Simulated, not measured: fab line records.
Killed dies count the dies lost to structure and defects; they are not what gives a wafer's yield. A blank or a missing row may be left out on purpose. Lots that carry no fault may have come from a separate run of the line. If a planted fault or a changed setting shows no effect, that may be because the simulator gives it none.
Chamber matching ; flow nandHarc ; 3 sister chambers for NHARC_A_STAIRCASE_DEP_156 on pecvd-02
The step deposits SiNx, target thk 50 nm. 3 wafers are shown with their chamber, then 12 later ones without.

== WAFERS PAIRED WITH THEIR CHAMBERS ==
wafer;chamber;showerheadVppV (V)
L086.1;1;1201
L088.3;2;1443
L088.6;0;1471

== WAFERS WITHOUT THEIR CHAMBER ==
wafer;showerheadVppV (V)
L090.1;1430
L090.2;1436
L090.3;1221
L089.2;1429
L089.4;1429
L089.6;1227
L092.1;1427
L092.2;1450
L092.4;1205
L093.4;1421
L093.5;1229
L093.6;1408

== THE CHAMBER EACH PASSED THROUGH ==
wafer;from the rows above;in truth
L090.1;can't be placed: 2 or 0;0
L090.2;can't be placed: 2 or 0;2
L090.3;1;1
L089.2;can't be placed: 2 or 0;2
L089.4;can't be placed: 2 or 0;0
L089.6;1;1
L092.1;can't be placed: 2 or 0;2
L092.2;can't be placed: 2 or 0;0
L092.4;1;1
L093.4;can't be placed: 2 or 0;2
L093.5;1;1
L093.6;can't be placed: 2 or 0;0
4 of 12 placed correctly. These rows do not allow placing 8 (true chamber among the candidates in 8). Wrongly placed: 0.
How it was worked out, from the rows above alone: a wafer's distance from a chamber is the root of the sum, over the readings, of the square of ((its reading less the chamber's mean) divided by the reading's scatter). The wafer belongs to the nearest chamber; if the next one is less than 2 further off, it can't be placed. A chamber's mean is the mean of its shown wafers. The scatter: with one shown wafer a chamber, the root of the mean of the squares of how far each hidden wafer lies from its nearest shown one.
